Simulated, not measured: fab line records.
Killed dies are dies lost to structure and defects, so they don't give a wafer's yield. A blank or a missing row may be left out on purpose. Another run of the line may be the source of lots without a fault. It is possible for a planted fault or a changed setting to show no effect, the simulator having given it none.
fab line records -- flow nandHarc
record lots=6, wafers=18, lastDay=31
route steps=1302 shown A_ONON_D1@432 END@1302
lots with no fault: from the same line, run without faults
startH: start of the lot's first displayed wafer, in hours after the record's first day -- waitH: hours elapsed since this lot's preceding step -- " repeats the value in the row above -- L1.1+2: one row covering several wafers at once -- - no value, or no start given -- * or withheld: withheld -- < > ~ a bound
route shown NAME@n: names a module that has steps shown in the file, with the first one's number in the route -- usual: the fault-free wafers' mean and standard deviation -- same: alike in all rows -- chamber/n: place in a boat -- sites: per-site readings -- _std_site: the standard deviation of these -- _edge_site: inner sites' mean taken away from outer sites' mean -- radiusMm: for every site, how far away it sits from the centre of the wafer -- mask NAME#n: copy n -- behind: tool/chamber where the wafer was last shaped -- hold: why the lot was held/for how many hours/how that ended -- device: the n, p or np transistor that did not switch -- end of line: tests of these same wafers at the route's end -- where a step has no rows: the recipe by itself -- killed: at the first sort, the dies lost to defects and structure; wafer yield is something else -- map: dies across one wafer; x = killed, . = not, _ = none there
set.NAME: the setting that was run; set.NAME@STEP: the one run at that earlier step -- model.NAME: the simulator's own value behind a step, which no gauge read
a table for each step, a row for each wafer; lots at some steps of the route
services: the hour from which a tool's chamber was out of use, counted from the record's first day as startH (under 0 if before that day), plus the number of hours and why
## steps
# step NHARC_A_ONON_D1_DEP_12
# recipe targetThkA=10000, n2FlowSccm=2750, n2oFlowSccm=2000, nh3FlowSccm=500, sih4FlowSccm=210, tempC=400
# step NHARC_A_ONON_D1_THK_MEAS_14
# recipe thkMeasGauge=ellipsometry
# usual thkNm=999/12
lot.wafer,tool,chamber,startH,waitH,thkNm
L673.2,filmMetro-02,-,189.97,-,995
L673.3,filmMetro-02,-,189.97,-,997
L673.6,filmMetro-02,-,189.97,-,996
L676.2,filmMetro-01,-,215.19,-,1006
L676.3,filmMetro-01,-,215.19,-,1005
L676.5,filmMetro-01,-,215.19,-,1006
L681.2,filmMetro-02,-,271.53,-,1003
L681.3,filmMetro-02,-,271.53,-,1004
L681.4,filmMetro-02,-,271.53,-,1005
L683.1,filmMetro-02,-,280.72,-,993
L683.3,filmMetro-02,-,280.72,-,993
L683.4,filmMetro-02,-,280.72,-,993
L690.3,filmMetro-02,-,357.52,-,1011
L690.4,filmMetro-02,-,357.52,-,1009
L690.6,filmMetro-02,-,357.52,-,1010
L691.2,filmMetro-01,-,364.57,-,1011
L691.3,filmMetro-01,-,364.57,-,1010
L691.6,filmMetro-01,-,364.57,-,1008
# step NHARC_A_ONON_D1_ANNEAL_15
# recipe tempC=750, timeS=3600
# step NHARC_A_ONON_D1_DEP_16
# recipe targetThkA=10000, n2FlowSccm=2750, n2oFlowSccm=2000, nh3FlowSccm=500, sih4FlowSccm=210, tempC=400
# step NHARC_A_ONON_D1_THK_MEAS_18
# recipe thkMeasGauge=ellipsometry
# usual thkNm=1002/9.6
lot.wafer,tool,chamber,startH,waitH,thkNm
L673.2,filmMetro-02,-,197.76,-,997
L673.3,filmMetro-02,-,197.76,-,999
L673.6,filmMetro-02,-,197.76,-,997
L676.2,filmMetro-01,-,226.60,-,990
L676.3,filmMetro-01,-,226.60,-,989
L676.5,filmMetro-01,-,226.60,-,989
L681.2,filmMetro-01,-,279.23,-,993
L681.3,filmMetro-01,-,279.23,-,995
L681.4,filmMetro-01,-,279.23,-,994
L683.1,filmMetro-01,-,288.52,-,999
L683.3,filmMetro-01,-,288.52,-,998
L683.4,filmMetro-01,-,288.52,-,998
L690.3,filmMetro-02,-,365.32,-,994
L690.4,filmMetro-02,-,365.32,-,995
L690.6,filmMetro-02,-,365.32,-,996
L691.2,filmMetro-01,-,372.34,-,1010
L691.3,filmMetro-01,-,372.34,-,1011
L691.6,filmMetro-01,-,372.34,-,1010
# step NHARC_A_ONON_D1_DEP_19
# recipe targetThkA=10000, n2FlowSccm=2750, n2oFlowSccm=2000, nh3FlowSccm=500, sih4FlowSccm=210, tempC=400
# step NHARC_A_ONON_D1_THK_MEAS_21
# recipe thkMeasGauge=ellipsometry
# usual thkNm=1000/11
lot.wafer,tool,chamber,startH,waitH,thkNm
L673.2,filmMetro-01,-,198.33,-,1008
L673.3,filmMetro-01,-,198.33,-,1008
L673.6,filmMetro-01,-,198.33,-,1006
L676.2,filmMetro-01,-,227.17,-,1009
L676.3,filmMetro-01,-,227.17,-,1008
L676.5,filmMetro-01,-,227.17,-,1008
L681.2,filmMetro-01,-,279.80,-,992
L681.3,filmMetro-01,-,279.80,-,993
L681.4,filmMetro-01,-,279.80,-,993
L683.1,filmMetro-01,-,289.09,-,1007
L683.3,filmMetro-01,-,289.09,-,1008
L683.4,filmMetro-01,-,289.09,-,1008
L690.3,filmMetro-02,-,365.89,-,997
L690.4,filmMetro-02,-,365.89,-,997
L690.6,filmMetro-02,-,365.89,-,999
L691.2,filmMetro-02,-,372.91,-,993
L691.3,filmMetro-02,-,372.91,-,992
L691.6,filmMetro-02,-,372.91,-,994
# step NHARC_A_ONON_D1_DEP_22
# recipe targetThkA=10000, n2FlowSccm=2750, n2oFlowSccm=2000, nh3FlowSccm=500, sih4FlowSccm=210, tempC=400
# step NHARC_A_ONON_D1_THK_MEAS_24
# recipe thkMeasGauge=ellipsometry
# usual thkNm=1000/9.3
lot.wafer,tool,chamber,startH,waitH,thkNm
L673.2,filmMetro-01,-,198.89,-,997
L673.3,filmMetro-01,-,198.89,-,995
L673.6,filmMetro-01,-,198.89,-,997
L676.2,filmMetro-01,-,227.74,-,991
L676.3,filmMetro-01,-,227.74,-,994
L676.5,filmMetro-01,-,227.74,-,992
L681.2,filmMetro-02,-,280.36,-,1003
L681.3,filmMetro-02,-,280.36,-,1003
L681.4,filmMetro-02,-,280.36,-,1005
L683.1,filmMetro-01,-,289.65,-,980
L683.3,filmMetro-01,-,289.65,-,981
L683.4,filmMetro-01,-,289.65,-,981
L690.3,filmMetro-01,-,366.46,-,1011
L690.4,filmMetro-01,-,366.46,-,1011
L690.6,filmMetro-01,-,366.46,-,1010
L691.2,filmMetro-01,-,373.48,-,1000
L691.3,filmMetro-01,-,373.48,-,997
L691.6,filmMetro-01,-,373.48,-,999
# step NHARC_A_ONON_D1_DEP_25
# recipe targetThkA=10000, n2FlowSccm=2750, n2oFlowSccm=2000, nh3FlowSccm=500, sih4FlowSccm=210, tempC=400
# step NHARC_A_ONON_D1_THK_MEAS_27
# recipe thkMeasGauge=ellipsometry
# usual thkNm=999/11
lot.wafer,tool,chamber,startH,waitH,thkNm
L673.2,filmMetro-02,-,199.46,-,1006
L673.3,filmMetro-02,-,199.46,-,1006
L673.6,filmMetro-02,-,199.46,-,1005
L676.2,filmMetro-02,-,228.30,-,999
L676.3,filmMetro-02,-,228.30,-,1000
L676.5,filmMetro-02,-,228.30,-,1000
L681.2,filmMetro-01,-,280.93,-,989
L681.3,filmMetro-01,-,280.93,-,990
L681.4,filmMetro-01,-,280.93,-,990
L683.1,filmMetro-01,-,290.22,-,1025
L683.3,filmMetro-01,-,290.22,-,1026
L683.4,filmMetro-01,-,290.22,-,1026
L690.3,filmMetro-01,-,367.02,-,997
L690.4,filmMetro-01,-,367.02,-,998
L690.6,filmMetro-01,-,367.02,-,999
L691.2,filmMetro-01,-,374.05,-,1018
L691.3,filmMetro-01,-,374.05,-,1019
L691.6,filmMetro-01,-,374.05,-,1017
# step NHARC_A_ONON_D1_DEP_28
# recipe targetThkA=10000, n2FlowSccm=2750, n2oFlowSccm=2000, nh3FlowSccm=500, sih4FlowSccm=210, tempC=400
# usual n2oFlowSccm=2001/5.7, nh3FlowSccm=500.2/1.5
lot.wafer,tool,chamber,startH,waitH,n2oFlowSccm,nh3FlowSccm
L673.2,pecvdOnon-01,0,199.57,0.1,2001,500.4
L673.3,pecvdOnon-01,0,199.57,0.1,2002,501.3
L673.6,pecvdOnon-01,0,199.57,0.1,2003,501.8
L676.2,pecvdOnon-04,0,228.41,0.1,1995,499.8
L676.3,pecvdOnon-04,0,228.41,0.1,1994,499.3
L676.5,pecvdOnon-04,0,228.41,0.1,1990,500.6
L681.2,pecvdOnon-04,0,281.05,0.1,1995,498.1
L681.3,pecvdOnon-04,0,281.05,0.1,1996,498.5
L681.4,pecvdOnon-04,0,281.05,0.1,1996,499.4
L683.1,pecvdOnon-04,0,290.27,0.1,2008,499.9
L683.3,pecvdOnon-04,0,290.27,0.1,2003,499.3
L683.4,pecvdOnon-04,0,290.27,0.1,2000,499.9
L690.3,pecvdOnon-01,0,367.19,0.2,2009,500.0
L690.4,pecvdOnon-01,0,367.19,0.2,2003,497.0
L690.6,pecvdOnon-01,0,367.19,0.2,2000,497.1
L691.2,pecvdOnon-01,0,374.16,0.1,2015,501.6
L691.3,pecvdOnon-01,0,374.16,0.1,2000,500.4
L691.6,pecvdOnon-01,0,374.16,0.1,2009,498.9
# step NHARC_A_ONON_D1_THK_MEAS_30
# recipe thkMeasGauge=ellipsometry
# usual thkNm=997/9.9
lot.wafer,tool,chamber,startH,waitH,thkNm
L673.2,filmMetro-01,-,200.03,-,998
L673.3,filmMetro-01,-,200.03,-,996
L673.6,filmMetro-01,-,200.03,-,999
L676.2,filmMetro-01,-,228.86,-,992
L676.3,filmMetro-01,-,228.86,-,993
L676.5,filmMetro-01,-,228.86,-,993
L681.2,filmMetro-02,-,281.50,-,679
L681.3,filmMetro-02,-,281.50,-,680
L681.4,filmMetro-02,-,281.50,-,680
L683.1,filmMetro-02,-,290.79,-,669
L683.3,filmMetro-02,-,290.79,-,670
L683.4,filmMetro-02,-,290.79,-,670
L690.3,filmMetro-01,-,367.57,-,995
L690.4,filmMetro-01,-,367.57,-,995
L690.6,filmMetro-01,-,367.57,-,995
L691.2,filmMetro-01,-,374.61,-,1005
L691.3,filmMetro-01,-,374.61,-,1005
L691.6,filmMetro-01,-,374.61,-,1005
# step NHARC_A_ONON_D1_DEP_33
# recipe targetThkA=2000, tempC=400, pressureTorr=6.5, rfW=900, teosFlowSccm=161.4, flowSccm=2650, targetThkNm=200, gas=O2, material=SiO2
# usual heaterPowerW=505/71, throttleValvePct=16.4/0.51
lot.wafer,tool,chamber,startH,waitH,heaterPowerW,throttleValvePct
L673.3,pecvd-01,2,200.13,0.1,489,15.8
L673.2,pecvd-01,0,200.13,0.1,520,16.2
L673.6,pecvd-01,2,200.13,0.1,511,15.7
L676.3,pecvd-01,0,228.92,0.1,420,16.3
L676.2,pecvd-01,2,228.92,0.1,508,15.9
L676.5,pecvd-01,1,228.92,0.1,506,17.2
L681.3,pecvd-03,2,281.56,0.1,500,16.6
L681.2,pecvd-03,1,281.56,0.1,455,17.0
L681.4,pecvd-03,2,281.56,0.1,512,16.6
L683.3,pecvd-03,1,290.84,0.1,421,16.7
L683.1,pecvd-03,2,290.84,0.1,491,16.7
L683.4,pecvd-03,2,290.84,0.1,508,16.4
L690.3,pecvd-01,1,367.63,0.1,555,17.0
L690.6,pecvd-01,2,367.63,0.1,512,15.1
L690.4,pecvd-01,0,367.63,0.1,465,16.0
L691.3,pecvd-01,1,374.67,0.1,605,16.8
L691.2,pecvd-01,0,374.67,0.1,509,16.4
L691.6,pecvd-01,2,374.67,0.1,516,15.4
# step NHARC_END_SORT_01
# recipe tempC=25
# usual killedAtArray=56/20, killedAtOther=1/1.3, killedAtPeriphery=3.5/2.7, killedDies=60/20, killedOpen=3.3/1.6, killedShort=2.4/1.5
# same grossDies=677
lot.wafer,tool,chamber,startH,waitH,killedAtArray,killedAtOther,killedAtPeriphery,killedDies,killedOpen,killedShort
L681.2,prober-02,0,656.07,2.8,671,4,2,677,4,1
L681.3,prober-02,0,656.87,3.1,675,1,1,677,2,3
L681.4,prober-02,0,657.68,3.4,675,0,2,677,4,2
L683.1,prober-02,0,677.61,2.5,671,2,4,677,2,3
L683.3,prober-02,0,679.20,3.1,674,0,3,677,1,2
L683.4,prober-02,0,680.00,3.4,671,0,6,677,1,1
# killed by level:class
L681.2 A_ONON_D1:areaDep=615 A_SLIT:chamberFilmFlake=35 A_CHANNEL_HOLE_D1:chamberFilmFlake=6 THIN_TSV:chamberFilmFlake=4 A_M0:geometricParticle:open=3 A_CHANNEL_HOLE_D2:chamberFilmFlake=3 P_GATE:chamberFilmFlake=2 A_CHANNEL_FILL_D1:chamberFilmFlake=2
L681.3 A_ONON_D1:areaDep=624 A_SLIT:chamberFilmFlake=28 A_CHANNEL_HOLE_D1:chamberFilmFlake=6 A_STAIRCASE:chamberFilmFlake=4 A_CHANNEL_HOLE_D2:chamberFilmFlake=3 A_CHANNEL_HOLE_D2:unspecified=2 A_BLC:chamberFilmFlake=2 P_CONTACT:geometricParticle:open=1
L681.4 A_ONON_D1:areaDep=616 A_SLIT:chamberFilmFlake=34 A_CHANNEL_HOLE_D2:chamberFilmFlake=7 A_ZERO_WELL:chamberFilmFlake=3 A_CHANNEL_HOLE_D1:chamberFilmFlake=3 A_STAIRCASE:chamberFilmFlake=3 P_M0:geometricParticle:open=2 A_M1:chamberFilmFlake=2
L683.1 A_ONON_D1:areaDep=610 A_CHANNEL_HOLE_D1:chamberFilmFlake=37 A_CHANNEL_HOLE_D2:chamberFilmFlake=15 P_CONTACT:chamberFilmFlake=2 A_STAIRCASE:chamberFilmFlake=2 A_CONTACT:chamberFilmFlake=2 P_M0:geometricParticle:open=1 A_DECK1_JOINT:geometricParticle:short=1
L683.3 A_ONON_D1:areaDep=609 A_CHANNEL_HOLE_D1:chamberFilmFlake=36 A_CHANNEL_HOLE_D2:chamberFilmFlake=16 A_CONTACT:chamberFilmFlake=4 A_SLIT:chamberFilmFlake=3 A_STAIRCASE:chamberFilmFlake=2 A_M0:chamberFilmFlake=2 P_CONTACT:geometricParticle:short=1
L683.4 A_ONON_D1:areaDep=628 A_CHANNEL_HOLE_D1:chamberFilmFlake=21 A_CHANNEL_HOLE_D2:chamberFilmFlake=14 P_M1:chamberFilmFlake=5 A_CONTACT:chamberFilmFlake=3 A_WL_FILL:geometricParticle:open=1 A_M0:geometricParticle:short=1 P_ZERO_WELL:chamberFilmFlake=1
# map L681.2 (x killed, . not)
____________x____________
_________xxxxxxx_________
_______xxxxxxxxxxx_______
______xxxxxxxxxxxxx______
_____xxxxxxxxxxxxxxx_____
____xxxxxxxxxxxxxxxxx____
____xxxxxxxxxxxxxxxxx____
___xxxxxxxxxxxxxxxxxxx___
___xxxxxxxxxxxxxxxxxxx___
__xxxxxxxxxxxxxxxxxxxxx__
__xxxxxxxxxxxxxxxxxxxxx__
_xxxxxxxxxxxxxxxxxxxxxxx_
_xxxxxxxxxxxxxxxxxxxxxxx_
_xxxxxxxxxxxxxxxxxxxxxxx_
_xxxxxxxxxxxxxxxxxxxxxxx_
_xxxxxxxxxxxxxxxxxxxxxxx_
xxxxxxxxxxxxxxxxxxxxxxxxx
xxxxxxxxxxxxxxxxxxxxxxxxx
xxxxxxxxxxxxxxxxxxxxxxxxx
xxxxxxxxxxxxxxxxxxxxxxxxx
xxxxxxxxxxxxxxxxxxxxxxxxx
_xxxxxxxxxxxxxxxxxxxxxxx_
_xxxxxxxxxxxxxxxxxxxxxxx_
_xxxxxxxxxxxxxxxxxxxxxxx_
_xxxxxxxxxxxxxxxxxxxxxxx_
_xxxxxxxxxxxxxxxxxxxxxxx_
__xxxxxxxxxxxxxxxxxxxxx__
__xxxxxxxxxxxxxxxxxxxxx__
___xxxxxxxxxxxxxxxxxxx___
___xxxxxxxxxxxxxxxxxxx___
____xxxxxxxxxxxxxxxxx____
____xxxxxxxxxxxxxxxxx____
_____xxxxxxxxxxxxxxx_____
______xxxxxxxxxxxxx______
_______xxxxxxxxxxx_______
_________xxxxxxx_________
____________x____________
# map L683.1 (x killed, . not)
____________x____________
_________xxxxxxx_________
_______xxxxxxxxxxx_______
______xxxxxxxxxxxxx______
_____xxxxxxxxxxxxxxx_____
____xxxxxxxxxxxxxxxxx____
____xxxxxxxxxxxxxxxxx____
___xxxxxxxxxxxxxxxxxxx___
___xxxxxxxxxxxxxxxxxxx___
__xxxxxxxxxxxxxxxxxxxxx__
__xxxxxxxxxxxxxxxxxxxxx__
_xxxxxxxxxxxxxxxxxxxxxxx_
_xxxxxxxxxxxxxxxxxxxxxxx_
_xxxxxxxxxxxxxxxxxxxxxxx_
_xxxxxxxxxxxxxxxxxxxxxxx_
_xxxxxxxxxxxxxxxxxxxxxxx_
xxxxxxxxxxxxxxxxxxxxxxxxx
xxxxxxxxxxxxxxxxxxxxxxxxx
xxxxxxxxxxxxxxxxxxxxxxxxx
xxxxxxxxxxxxxxxxxxxxxxxxx
xxxxxxxxxxxxxxxxxxxxxxxxx
_xxxxxxxxxxxxxxxxxxxxxxx_
_xxxxxxxxxxxxxxxxxxxxxxx_
_xxxxxxxxxxxxxxxxxxxxxxx_
_xxxxxxxxxxxxxxxxxxxxxxx_
_xxxxxxxxxxxxxxxxxxxxxxx_
__xxxxxxxxxxxxxxxxxxxxx__
__xxxxxxxxxxxxxxxxxxxxx__
___xxxxxxxxxxxxxxxxxxx___
___xxxxxxxxxxxxxxxxxxx___
____xxxxxxxxxxxxxxxxx____
____xxxxxxxxxxxxxxxxx____
_____xxxxxxxxxxxxxxx_____
______xxxxxxxxxxxxx______
_______xxxxxxxxxxx_______
_________xxxxxxx_________
____________x____________
## services
tool,chamber,startH,hours,kind
pecvd-03,-,185.01,13.0,pm
pecvd-03,0,185.01,13.0,ventCycle
pecvd-03,1,185.01,13.0,ventCycle
pecvd-03,2,185.01,13.0,ventCycle
pecvd-03,0,198.01,-,clean
pecvd-03,1,198.01,-,clean
pecvd-03,2,198.01,-,clean
pecvd-01,2,250.22,2.0,repair
pecvdOnon-01,-,269.40,13.0,pm
pecvd-03,-,270.05,1.9,repair
pecvd-01,-,311.36,13.0,pm
pecvd-01,0,311.36,13.0,ventCycle
pecvd-01,1,311.36,13.0,ventCycle
pecvd-01,2,311.36,17.4,ventCycle
pecvdOnon-04,-,311.62,13.0,pm
pecvd-01,0,324.36,-,clean
pecvd-01,1,324.36,-,clean
pecvd-03,-,328.75,4.9,repair
pecvd-03,-,355.96,1.5,repair
pecvd-03,-,366.01,13.0,pm
pecvd-03,0,366.01,13.0,ventCycle
pecvd-03,1,366.01,13.0,ventCycle
pecvd-03,2,366.01,13.0,ventCycle
## key
firstSign step=NHARC_A_ONON_D1_THK_MEAS_30, reading=thkNm, direction=down, sigmas=33, usual=997, struck=675
effect step=NHARC_END_SORT_01, reading=killedAtArray, direction=up, sigmas=31, usual=56, struck=673
moreKillsBornAt NHARC_A_ONON_D1_DEP_28@pecvdOnon-04=3702
metAt NHARC_A_ONON_D1_DEP_28
struckWafers L681.2,L681.3,L681.4,L683.1,L683.3,L683.4
laterRowsLeftOut L681.2,L681.3,L681.4,L683.1,L683.3,L683.4
testerLeftOut L681,L683
onsetBetween 228.41 281.05
fault kind=processParameterDrift, tool=pecvdOnon-04, chamber=0, onsetH=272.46, steps=NHARC_A_ONON_D1_DEP_28, channel=targetThkA, offset=*, shape=step, endH=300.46, actsIn=*, stated=*
# testerLeftOut: of these lots the tester's yield and bins aren't shown, on N5 and GAA mostly nor the transistor test; their killed dies are dies lost to structure and defects alone, not to doping, threshold or leakage, so they don't give the yield
# laterRowsLeftOut: the simulator's readings of these wafers behind a module that went badly wrong aren't trusted and aren't shown, but for the sort
